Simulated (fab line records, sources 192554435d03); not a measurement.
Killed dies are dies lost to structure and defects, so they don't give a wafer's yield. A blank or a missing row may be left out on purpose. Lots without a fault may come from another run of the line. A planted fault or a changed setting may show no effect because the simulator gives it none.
Tool commonality check | flow n5_finfet | 10 lots, 25 wafers sampled

WHY IT WAS OPENED
At N5_FIN_CUT_INSPECT_10 the reading raw_defect_count is flagged on 1 of 10 lots. Wafers without a fault read 46, standard deviation 13.
Rule: a lot is flagged when every wafer of it that has a number lies more than 4 standard deviations from that mean, or none has a number. The other lots count as sound.

lot  | measured    | on                | raw_defect_count, wafer by wafer | flag
L740 | day 2 04:16 | defect_inspect-02 | 38 27                            |
L741 | day 2 09:55 | defect_inspect-01 | 41 52                            |
L742 | day 2 16:00 | defect_inspect-02 | 61 57                            |
L744 | day 3 04:59 | defect_inspect-01 | 56 31 38                         |
L747 | day 3 21:09 | defect_inspect-02 | 51 54 41                         |
L748 | day 4 02:08 | defect_inspect-01 | 53 47 65                         |
L749 | day 4 10:49 | defect_inspect-02 | 48 60                            |
L755 | day 6 00:03 | defect_inspect-02 | 300 306 284                      | FLAGGED
L760 | day 7 02:16 | defect_inspect-01 | 59 42 33                         |
L762 | day 7 14:10 | defect_inspect-01 | 42 52                            |
The numbers of the flagged lots are 297 on average: +251 against the usual, or +19 standard deviations.

WHICH TOOL RAN EACH LOT
The record holds 2 process steps before the reading, out of a route of 1938 steps. In each cell: the tool, then ch and the chambers that the sampled wafers went through, then the start.
lot  | flag    | N5_FIN_SAQP_RECESS_63             | N5_FIN_SAQP_STRIP_77
L740 |         | vapor_etch-01 ch 0,1, day 2 01:49 | rie_diel-04 ch 0,3, day 2 03:18
L741 |         | vapor_etch-01 ch 0,1, day 2 07:26 | rie_diel-04 ch 1, day 2 08:57
L742 |         | vapor_etch-02 ch 0,1, day 2 12:38 | rie_diel-05 ch 3, day 2 15:02
L744 |         | vapor_etch-02 ch 0,1, day 3 01:50 | rie_diel-03 ch 0,2, day 3 04:01
L747 |         | vapor_etch-01 ch 0,1, day 3 18:43 | rie_diel-03 ch 1,2,3, day 3 20:18
L748 |         | vapor_etch-01 ch 0,1, day 3 23:46 | rie_diel-03 ch 0,1,3, day 4 01:11
L749 |         | vapor_etch-01 ch 0,1, day 4 08:21 | rie_diel-05 ch 2,3, day 4 09:59
L755 | FLAGGED | vapor_etch-02 ch 0,1, day 5 21:55 | rie_diel-05 ch 2,3, day 5 23:13
L760 |         | vapor_etch-01 ch 1, day 6 23:55   | rie_diel-03 ch 0,1,3, day 7 01:26
L762 |         | vapor_etch-01 ch 0,1, day 7 12:02 | rie_diel-03 ch 0,1, day 7 13:15
What these steps do:
- N5_FIN_SAQP_RECESS_63: chemistry HF/NH3, target SiO2, target depth 18 nm, afs cycles 3, sublimation time 60 s.
- N5_FIN_SAQP_STRIP_77: strips in N2/H2, time 90 s.
- N5_FIN_CUT_INSPECT_10: inspects for defects (brightfield).

FLAGGED OVER TOTAL, TOOL BY TOOL (the gauges that took the reading come last)
step                  | tool              | lots run | flagged | share of the flagged lots | sound lots run after its first flagged lot
N5_FIN_SAQP_RECESS_63 | vapor_etch-01     | 7        | 0       | none                      | -
N5_FIN_SAQP_RECESS_63 | vapor_etch-02     | 3        | 1       | all                       | 0
N5_FIN_SAQP_STRIP_77  | rie_diel-03       | 5        | 0       | none                      | -
N5_FIN_SAQP_STRIP_77  | rie_diel-04       | 2        | 0       | none                      | -
N5_FIN_SAQP_STRIP_77  | rie_diel-05       | 3        | 1       | all                       | 0
N5_FIN_CUT_INSPECT_10 | defect_inspect-01 | 5        | 0       | none                      | -
N5_FIN_CUT_INSPECT_10 | defect_inspect-02 | 5        | 1       | all                       | 0

WHAT THE TABLE ALLOWS
3 rows of the table ran every flagged lot: vapor_etch-02 at N5_FIN_SAQP_RECESS_63, rie_diel-05 at N5_FIN_SAQP_STRIP_77, defect_inspect-02 at N5_FIN_CUT_INSPECT_10.
- vapor_etch-02 at N5_FIN_SAQP_RECESS_63: 1 of its 3 lots flagged. Its last sound lot is L744 (day 3 01:50), its first flagged lot L755 (day 5 21:55): a fault that began between those two fits.
- rie_diel-05 at N5_FIN_SAQP_STRIP_77: 1 of its 3 lots flagged. Its last sound lot is L749 (day 4 09:59), its first flagged lot L755 (day 5 23:13): a fault that began between those two fits.
- defect_inspect-02 at N5_FIN_CUT_INSPECT_10: 1 of its 5 lots flagged. Its last sound lot is L749 (day 4 10:49), its first flagged lot L755 (day 6 00:03): a fault that began between those two fits.
Counting lots can't tell these 3 tools apart, because each fits a fault that began at some hour. More lots, or a look at what each step does to the wafer, might.

WHAT THE SIMULATOR HAD PUT IN
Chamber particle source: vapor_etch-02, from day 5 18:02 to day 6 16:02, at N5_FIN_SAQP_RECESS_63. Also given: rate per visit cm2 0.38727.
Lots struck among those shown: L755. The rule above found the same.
